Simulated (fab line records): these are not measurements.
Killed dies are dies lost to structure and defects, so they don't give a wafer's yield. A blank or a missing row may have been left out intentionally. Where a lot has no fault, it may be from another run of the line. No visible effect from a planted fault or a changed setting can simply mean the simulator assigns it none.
Which tool is to blame? | flow nand harc | 72 wafers from 24 lots sampled at 6 of the route's 1159 steps

WHAT EACH GAUGE READ, for each wafer
The record lacks any reading of a measuring or inspecting step that a usual standard deviation could be used to judge.

WHICH TOOL RAN EACH LOT (tool, then ch and the chambers of the sampled wafers, then the start)
lot  | NHARC_P_ZERO_WELL_ETCH_65         | NHARC_P_GATE_DESCUM_13            | NHARC_P_GATE_STRIP_112               | NHARC_P_M0_PRE_CLEAN_31         | NHARC_P_M2_PVD_21                       | NHARC_P_BONDPAD_CMP_32
L074 | rie diel-01 ch 0,1, day 1 13:31   | rie diel-06 ch 2,3, day 4 06:01   | plasma asher-02 ch 0,1, day 5 09:51  | pecvd-02 ch 0,1,2, day 5 22:52  | pvd sputter-02, day 6 08:29 or earlier  | cmp-01 ch 0,1,3, day 6 08:29
L075 | rie diel-07 ch 0,1, day 1 19:26   | rie diel-06 ch 0,1,2, day 4 05:51 | plasma asher-02 ch 0,1, day 5 10:36  | pecvd-01 ch 1,2, day 6 03:41    | pvd sputter-02, day 6 12:49 or earlier  | cmp-01 ch 0,1,2, day 6 12:49
L076 | rie diel-09 ch 2,3, day 2 01:29   | rie diel-13 ch 1,2,3, day 4 19:04 | plasma asher-01 ch 1, day 6 06:40    | pecvd-04 ch 0,1,2, day 6 19:19  | pvd sputter-02, day 7 04:30 or earlier  | cmp-02 ch 0,1,3, day 7 04:30
L077 | rie diel-07 ch 0,3, day 2 07:29   | rie diel-06 ch 0,2, day 4 19:13   | plasma asher-01 ch 0,1, day 5 23:14  | pecvd-04 ch 1,2, day 6 16:32    | pvd sputter-03, day 7 01:35 or earlier  | cmp-01 ch 1,2,3, day 7 01:35
L078 | rie diel-07 ch 0,1,3, day 2 13:28 | rie diel-06 ch 0,1,2, day 5 02:04 | plasma asher-02 ch 0,1, day 6 06:50  | pecvd-01 ch 0,1, day 6 20:16    | pvd sputter-03, day 7 05:28 or earlier  | cmp-02 ch 1,2,3, day 7 05:28
L079 | rie diel-09 ch 2,3, day 2 19:25   | rie diel-06 ch 0,2, day 5 09:50   | plasma asher-02 ch 0,1, day 6 20:13  | pecvd-01 ch 0,1, day 7 09:34    | pvd sputter-02, day 7 19:14 or earlier  | cmp-02 ch 0,2,3, day 7 19:14
L080 | rie diel-01 ch 0,1,3, day 3 01:26 | rie diel-13 ch 1,2, day 5 18:21   | plasma asher-01 ch 0,1, day 7 00:55  | pecvd-01 ch 0,1,2, day 7 13:57  | pvd sputter-03, day 7 23:02 or earlier  | cmp-01 ch 0,1,3, day 7 23:02
L081 | rie diel-01 ch 0,1,3, day 3 07:30 | rie diel-06 ch 2,3, day 5 18:11   | plasma asher-02 ch 0,1, day 7 01:10  | pecvd-01 ch 0,1, day 7 14:36    | pvd sputter-03, day 7 23:47 or earlier  | cmp-01 ch 1,2, day 7 23:47
L082 | rie diel-07 ch 0,1,3, day 3 13:29 | rie diel-06 ch 1,2,3, day 6 00:07 | plasma asher-02 ch 0,1, day 7 07:25  | pecvd-01 ch 1,2, day 8 03:09    | pvd sputter-02, day 8 12:35 or earlier  | cmp-01 ch 0,2,3, day 8 12:35
L083 | rie diel-09 ch 0,2,3, day 3 19:42 | rie diel-06 ch 1,2,3, day 6 09:20 | plasma asher-01 ch 0,1, day 7 21:32  | pecvd-01 ch 0,1, day 8 11:02    | pvd sputter-02, day 8 20:19 or earlier  | cmp-02 ch 0,1,3, day 8 20:19
L084 | rie diel-07 ch 0,1,3, day 4 01:23 | rie diel-06 ch 0,2, day 6 09:12   | plasma asher-02 ch 0,1, day 7 19:07  | pecvd-04 ch 0,1, day 8 08:29    | pvd sputter-03, day 8 17:46 or earlier  | cmp-02 ch 0,1,3, day 8 17:46
L085 | rie diel-07 ch 1,3, day 4 07:31   | rie diel-13 ch 0,1, day 6 17:11   | plasma asher-02 ch 0,1, day 8 00:50  | pecvd-02 ch 0,1,2, day 8 13:42  | pvd sputter-03, day 8 23:01 or earlier  | cmp-01 ch 0,2,3, day 8 23:01
L086 | rie diel-01 ch 1,2,3, day 4 13:29 | rie diel-03 ch 0,1,3, day 7 09:12 | plasma asher-02 ch 0,1, day 8 12:43  | pecvd-02 ch 1,2, day 9 05:31    | pvd sputter-03, day 9 14:41 or earlier  | cmp-03 ch 1,2,3, day 9 14:41
L087 | rie diel-09 ch 0,1,2, day 4 19:29 | rie diel-06 ch 1,2,3, day 7 09:20 | plasma asher-01 ch 0,1, day 8 13:23  | pecvd-01 ch 0,2, day 9 06:05    | pvd sputter-03, day 9 15:34 or earlier  | cmp-02 ch 0,1,2, day 9 15:34
L088 | rie diel-07 ch 0,2,3, day 5 01:29 | rie diel-06 ch 0,1,2, day 7 16:08 | plasma asher-01 ch 0,1, day 8 22:32  | pecvd-01 ch 1,2, day 9 17:44    | pvd sputter-03, day 10 02:53 or earlier | cmp-03 ch 0,2,3, day 10 02:53
L089 | rie diel-07 ch 0,2, day 5 07:23   | rie diel-03 ch 0,2,3, day 7 16:07 | plasma asher-01 ch 0,1, day 8 22:51  | pecvd-04 ch 0,1,2, day 9 18:02  | pvd sputter-03, day 10 01:16            | cmp-03 ch 0,2, day 10 03:40
L090 | rie diel-09 ch 0,1,3, day 5 13:22 | rie diel-13 ch 0,1,2, day 8 02:16 | plasma asher-02 ch 0,1, day 9 08:46  | pecvd-01 ch 0,2, day 9 21:55    | pvd sputter-01, day 10 07:25 or earlier | cmp-02 ch 0,2,3, day 10 07:25
L091 | rie diel-07 ch 3, day 5 19:25     | rie diel-06 ch 0,2, day 8 10:13   | plasma asher-01 ch 0,1, day 9 14:22  | pecvd-01 ch 0,1, day 10 04:36   | pvd sputter-03, day 10 13:46 or earlier | cmp-01 ch 0,2,3, day 10 13:46
L092 | rie diel-09 ch 1,2,3, day 6 01:40 | rie diel-06 ch 0,1,2, day 8 10:03 | plasma asher-02 ch 0,1, day 9 14:39  | pecvd-04 ch 0,2, day 10 05:14   | pvd sputter-02, day 10 14:28 or earlier | cmp-03 ch 0,1, day 10 14:28
L093 | rie diel-07 ch 0,2, day 6 07:30   | rie diel-03 ch 2,3, day 9 03:38   | plasma asher-01 ch 1, day 10 09:04   | pecvd-02 ch 0,1,2, day 11 03:17 | pvd sputter-02, day 11 13:22 or earlier | cmp-01 ch 0,1,2, day 11 13:22
L094 | rie diel-01 ch 0,3, day 6 13:23   | rie diel-03 ch 1,2, day 9 03:28   | plasma asher-02 ch 0, day 10 08:44   | pecvd-04 ch 0,1,2, day 11 03:08 | pvd sputter-03, day 11 12:35 or earlier | cmp-02 ch 1,2, day 11 12:35
L095 | rie diel-09 ch 2,3, day 6 19:21   | rie diel-13 ch 1,2, day 9 13:44   | plasma asher-01 ch 0,1, day 10 18:27 | pecvd-02 ch 0,1,2, day 11 07:12 | pvd sputter-02, day 11 16:32 or earlier | cmp-02 ch 1,2,3, day 11 16:32
L096 | rie diel-09 ch 0,3, day 7 01:21   | rie diel-03 ch 1,2,3, day 9 13:37 | plasma asher-01 ch 0,1, day 10 18:07 | pecvd-04 ch 0,1, day 11 06:59   | pvd sputter-03, day 11 16:16 or earlier | cmp-01 ch 0,1,3, day 11 16:16
L097 | rie diel-07 ch 0,2,3, day 7 07:22 | rie diel-03 ch 0,3, day 9 19:07   | plasma asher-02 ch 0,1, day 11 05:52 | pecvd-01 ch 1,2, day 11 20:24   | pvd sputter-03, day 12 05:43 or earlier | cmp-03 ch 1,2, day 12 05:43
- NHARC_P_ZERO_WELL_ETCH_65: etches the open film in N2/H2, target depth 80 nm, overetch 24 nm, time 87.88 s.
- NHARC_P_GATE_DESCUM_13: chemistry O2, time 3 s.
- NHARC_P_GATE_STRIP_112: strips in N2/H2, time 200 s.
- NHARC_P_M0_PRE_CLEAN_31: time 12 s.
- NHARC_P_M2_PVD_21: deposits Cu, target thk 30 nm, time 20.49 s.
- NHARC_P_BONDPAD_CMP_32: polishes SiCN, target thk 200 nm.

WHAT THE TOOLS THEMSELVES READ (means of the sampled wafers that have a number; where no wafer has one, the mark that the record gives instead)
NHARC_P_ZERO_WELL_ETCH_65.
lot  | tool        | chamber pressure mTorr (mTorr) | drypump motor current A (A) | n2 flow sccm (sccm) | oes product au (a.u.) | rf vpp V (V) | showerhead plenum p Torr (Torr) | throttle valve pct (%)
L074 | rie diel-01 | 30.016                         | 5.63                        | 149.9               | 0.999                 | 432.1        | 2.11                            | 14.169
L075 | rie diel-07 | 29.972                         | 5.76                        | 150.1               | 0.999                 | 430.1        | 2.01                            | 14.163
L076 | rie diel-09 | 29.988                         | 5.44                        | 150.0               | 1.000                 | 432.9        | 2.13                            | 14.167
L077 | rie diel-07 | 29.997                         | 5.84                        | 150.6               | 1.006                 | 429.3        | 1.99                            | 14.176
L078 | rie diel-07 | 30.007                         | 5.98                        | 150.0               | 1.002                 | 428.7        | 1.97                            | 14.171
L079 | rie diel-09 | 30.012                         | 5.58                        | 149.8               | 1.000                 | 431.7        | 2.05                            | 14.169
L080 | rie diel-01 | 29.998                         | 5.78                        | 150.2               | 0.999                 | 431.7        | 2.09                            | 14.175
L081 | rie diel-01 | 29.970                         | 5.78                        | 150.1               | 1.000                 | 431.8        | 2.09                            | 14.171
L082 | rie diel-07 | 30.019                         | 5.97                        | 149.8               | 1.008                 | 428.2        | 1.97                            | 14.174
L083 | rie diel-09 | 30.008                         | 5.63                        | 150.3               | 1.012                 | 432.4        | 2.13                            | 14.169
L084 | rie diel-07 | 30.014                         | 5.99                        | 150.0               | 1.008                 | 428.6        | 1.97                            | 14.168
L085 | rie diel-07 | 29.983                         | 6.06                        | 150.1               | 1.004                 | 428.1        | 1.94                            | 14.166
L086 | rie diel-01 | 29.998                         | 5.75                        | 149.9               | 0.988                 | 432.6        | 2.10                            | 14.173
L087 | rie diel-09 | 29.960                         | 5.73                        | 150.1               | 1.012                 | 430.8        | 2.05                            | 14.171
L088 | rie diel-07 | 30.005                         | 5.99                        | 150.1               | 1.003                 | 429.8        | 2.00                            | 14.160
L089 | rie diel-07 | 30.002                         | 5.77                        | 150.1               | 1.005                 | 430.9        | 2.05                            | 14.171
L090 | rie diel-09 | 30.013                         | 5.61                        | 149.8               | 1.015                 | 433.5        | 2.12                            | 14.173
L091 | rie diel-07 | 29.976                         | 6.30                        | 150.5               | 1.010                 | 427.0        | 1.90                            | 14.174
L092 | rie diel-09 | 30.016                         | 5.55                        | 150.0               | 1.006                 | 431.2        | 2.05                            | 14.163
L093 | rie diel-07 | 30.005                         | 5.76                        | 150.0               | 1.000                 | 430.6        | 2.05                            | 14.175
L094 | rie diel-01 | 29.990                         | 5.93                        | 149.4               | 1.000                 | 430.8        | 2.07                            | 14.182
L095 | rie diel-09 | 30.022                         | 5.44                        | 150.5               | 0.993                 | 433.7        | 2.13                            | 14.176
L096 | rie diel-09 | 29.986                         | 5.48                        | 150.2               | 1.009                 | 435.3        | 2.20                            | 14.170
L097 | rie diel-07 | 30.023                         | 5.99                        | 149.8               | 1.004                 | 428.6        | 2.00                            | 14.167

NHARC_P_GATE_DESCUM_13.
lot  | tool        | chamber pressure mTorr (mTorr) | drypump motor current A (A) | oes product au (a.u.) | rf vpp V (V) | showerhead plenum p Torr (Torr) | throttle valve pct (%)
L074 | rie diel-06 | 60.04                          | 5.9                         | 1.001                 | 57.4         | 1.87                            | 11.319
L075 | rie diel-06 | 59.99                          | 5.6                         | 0.998                 | 58.1         | 1.93                            | 11.310
L076 | rie diel-13 | 60.00                          | 5.7                         | 0.995                 | 57.9         | 1.80                            | 11.315
L077 | rie diel-06 | 60.03                          | 5.5                         | 0.981                 | 57.6         | 1.90                            | 11.309
L078 | rie diel-06 | 60.04                          | 5.6                         | 0.988                 | 57.7         | 1.93                            | 11.316
L079 | rie diel-06 | 60.06                          | 5.5                         | 0.981                 | 57.8         | 1.97                            | 11.322
L080 | rie diel-13 | 59.98                          | 5.6                         | 0.995                 | 58.4         | 1.92                            | 11.307
L081 | rie diel-06 | 59.99                          | 5.9                         | 1.002                 | 56.7         | 1.86                            | 11.307
L082 | rie diel-06 | 59.97                          | 5.8                         | 1.006                 | 57.0         | 1.91                            | 11.310
L083 | rie diel-06 | 60.00                          | 5.8                         | 1.001                 | 56.8         | 1.91                            | 11.319
L084 | rie diel-06 | 60.00                          | 5.5                         | 0.998                 | 57.5         | 1.90                            | 11.310
L085 | rie diel-13 | 59.96                          | 5.8                         | 0.986                 | 57.5         | 1.87                            | 11.306
L086 | rie diel-03 | 59.95                          | 6.2                         | 0.983                 | 57.1         | 1.91                            | 11.318
L087 | rie diel-06 | 60.01                          | 5.8                         | 1.002                 | 57.7         | 1.91                            | 11.317
L088 | rie diel-06 | 60.00                          | 5.6                         | 0.993                 | 58.3         | 1.93                            | 11.311
L089 | rie diel-03 | 60.00                          | 6.1                         | 0.996                 | 57.4         | 1.88                            | 11.309
L090 | rie diel-13 | 60.02                          | 5.6                         | 0.992                 | 58.5         | 1.94                            | 11.311
L091 | rie diel-06 | 59.98                          | 5.5                         | 0.991                 | 58.2         | 1.96                            | 11.307
L092 | rie diel-06 | 59.98                          | 5.6                         | 0.989                 | 57.5         | 1.92                            | 11.320
L093 | rie diel-03 | 60.06                          | 6.0                         | 1.000                 | 57.5         | 1.86                            | 11.312
L094 | rie diel-03 | 59.99                          | 6.1                         | 1.006                 | 57.2         | 1.81                            | 11.319
L095 | rie diel-13 | 60.00                          | 5.4                         | 0.998                 | 59.1         | 1.99                            | 11.298
L096 | rie diel-03 | 59.96                          | 6.1                         | 0.995                 | 57.8         | 1.88                            | 11.306
L097 | rie diel-03 | 60.07                          | 6.2                         | 0.991                 | 58.0         | 1.95                            | 11.312

NHARC_P_GATE_STRIP_112.
lot  | tool            | drypump motor current A (A) | heater power w (W) | rf refl power W (W) | temp c (C)
L074 | plasma asher-02 | 5.5                         | 95                 | 24                  | 109.81
L075 | plasma asher-02 | 5.3                         | 87                 | 25                  | 109.89
L076 | plasma asher-01 | 6.2                         | 92                 | 24                  | 110.03
L077 | plasma asher-01 | 5.8                         | 87                 | 20                  | 110.04
L078 | plasma asher-02 | 5.3                         | 87                 | 25                  | 110.08
L079 | plasma asher-02 | 5.3                         | 86                 | 25                  | 110.10
L080 | plasma asher-01 | 5.8                         | 86                 | 20                  | 109.96
L081 | plasma asher-02 | 5.5                         | 97                 | 24                  | 110.03
L082 | plasma asher-02 | 5.5                         | 96                 | 23                  | 109.97
L083 | plasma asher-01 | 5.8                         | 88                 | 20                  | 110.09
L084 | plasma asher-02 | 5.5                         | 96                 | 24                  | 109.91
L085 | plasma asher-02 | 5.3                         | 87                 | 25                  | 109.93
L086 | plasma asher-02 | 5.5                         | 96                 | 24                  | 110.05
L087 | plasma asher-01 | 5.8                         | 86                 | 20                  | 109.88
L088 | plasma asher-01 | 5.8                         | 88                 | 20                  | 110.18
L089 | plasma asher-01 | 6.0                         | 90                 | 22                  | 110.12
L090 | plasma asher-02 | 5.3                         | 85                 | 25                  | 110.05
L091 | plasma asher-01 | 6.0                         | 90                 | 21                  | 110.04
L092 | plasma asher-02 | 5.3                         | 85                 | 25                  | 110.02
L093 | plasma asher-01 | 6.2                         | 92                 | 24                  | 109.81
L094 | plasma asher-02 | 5.7                         | 104                | 21                  | 109.86
L095 | plasma asher-01 | 6.0                         | 90                 | 22                  | 110.07
L096 | plasma asher-01 | 6.0                         | 91                 | 22                  | 110.01
L097 | plasma asher-02 | 5.3                         | 85                 | 25                  | 109.90

NHARC_P_M0_PRE_CLEAN_31.
lot  | tool     | heater power w (W)
L074 | pecvd-02 | 557
L075 | pecvd-01 | 656
L076 | pecvd-04 | 576
L077 | pecvd-04 | 616
L078 | pecvd-01 | 752
L079 | pecvd-01 | 741
L080 | pecvd-01 | 654
L081 | pecvd-01 | 737
L082 | pecvd-01 | 642
L083 | pecvd-01 | 706
L084 | pecvd-04 | 568
L085 | pecvd-02 | 597
L086 | pecvd-02 | 560
L087 | pecvd-01 | 616
L088 | pecvd-01 | 694
L089 | pecvd-04 | 601
L090 | pecvd-01 | 674
L091 | pecvd-01 | 711
L092 | pecvd-04 | 497
L093 | pecvd-02 | 607
L094 | pecvd-04 | 548
L095 | pecvd-02 | 611
L096 | pecvd-04 | 497
L097 | pecvd-01 | 593

NHARC_P_M2_PVD_21.
lot  | tool           | cathode dc power W (W) | throttle valve pct (%)
L074 | pvd sputter-02 | 5000.1                 | 29.9
L075 | pvd sputter-02 | 4999.7                 | 30.6
L076 | pvd sputter-02 | 5000.5                 | 30.8
L077 | pvd sputter-03 | 5000.5                 | 31.2
L078 | pvd sputter-03 | 4999.3                 | 30.6
L079 | pvd sputter-02 | 5000.1                 | 29.5
L080 | pvd sputter-03 | 4999.3                 | 29.9
L081 | pvd sputter-03 | 4999.7                 | 30.1
L082 | pvd sputter-02 | 4999.3                 | 29.5
L083 | pvd sputter-02 | 5000.8                 | 30.1
L084 | pvd sputter-03 | 5000.0                 | 30.1
L085 | pvd sputter-03 | 5001.0                 | 30.4
L086 | pvd sputter-03 | 4999.6                 | 30.5
L087 | pvd sputter-03 | 5000.6                 | 30.6
L088 | pvd sputter-03 | 5000.3                 | 30.6
L089 | pvd sputter-03 | 4999.4                 | 30.6
L090 | pvd sputter-01 | 5001.1                 | 30.7
L091 | pvd sputter-03 | 4999.9                 | 30.2
L092 | pvd sputter-02 | 5000.5                 | 31.3
L093 | pvd sputter-02 | 4999.6                 | 30.3
L094 | pvd sputter-03 | 5000.2                 | 30.6
L095 | pvd sputter-02 | 5000.2                 | 30.5
L096 | pvd sputter-03 | 4999.9                 | 29.9
L097 | pvd sputter-03 | 5000.0                 | 30.5

NHARC_P_BONDPAD_CMP_32.
lot  | tool   | motor current A (A)
L074 | cmp-01 | 11.5
L075 | cmp-01 | 11.8
L076 | cmp-02 | 11.9
L077 | cmp-01 | 11.8
L078 | cmp-02 | 11.7
L079 | cmp-02 | 12.9
L080 | cmp-01 | 11.7
L081 | cmp-01 | 12.1
L082 | cmp-01 | 11.8
L083 | cmp-02 | 12.1
L084 | cmp-02 | 12.3
L085 | cmp-01 | 11.7
L086 | cmp-03 | 11.9
L087 | cmp-02 | 12.2
L088 | cmp-03 | 11.7
L089 | cmp-03 | 11.5
L090 | cmp-02 | 13.0
L091 | cmp-01 | 11.3
L092 | cmp-03 | 11.2
L093 | cmp-01 | 12.3
L094 | cmp-02 | 12.0
L095 | cmp-02 | 12.0
L096 | cmp-01 | 12.0
L097 | cmp-03 | 11.0

THE ANSWER, worked out from the rows above alone
Rule: the lots themselves supply what counts as usual. Put in order of their means at a reading, lots are off if they are a third of the lots or fewer, leave a main group of 4 or more, and stand apart from it by a gap of 3 or more times the standard deviation of the main group's means; of several such gaps the widest counts. A main group whose means are all the same, to the digits that the tables above print for the reading, isn't used. A lot without any number at a reading at which 4 lots or more have one is off too. The other lots that the step has rows for count as sound. After the gauges, taken in route order, come the tools' own readings; for these a lot's mean is taken, as printed above. At the first step where some lot is off, the reading lying furthest off is the one used; lots without a number count as furthest.
No lot is off on any of the readings shown, so nothing can be concluded from this.

WHAT HAD BEEN PUT IN BY THE SIMULATOR
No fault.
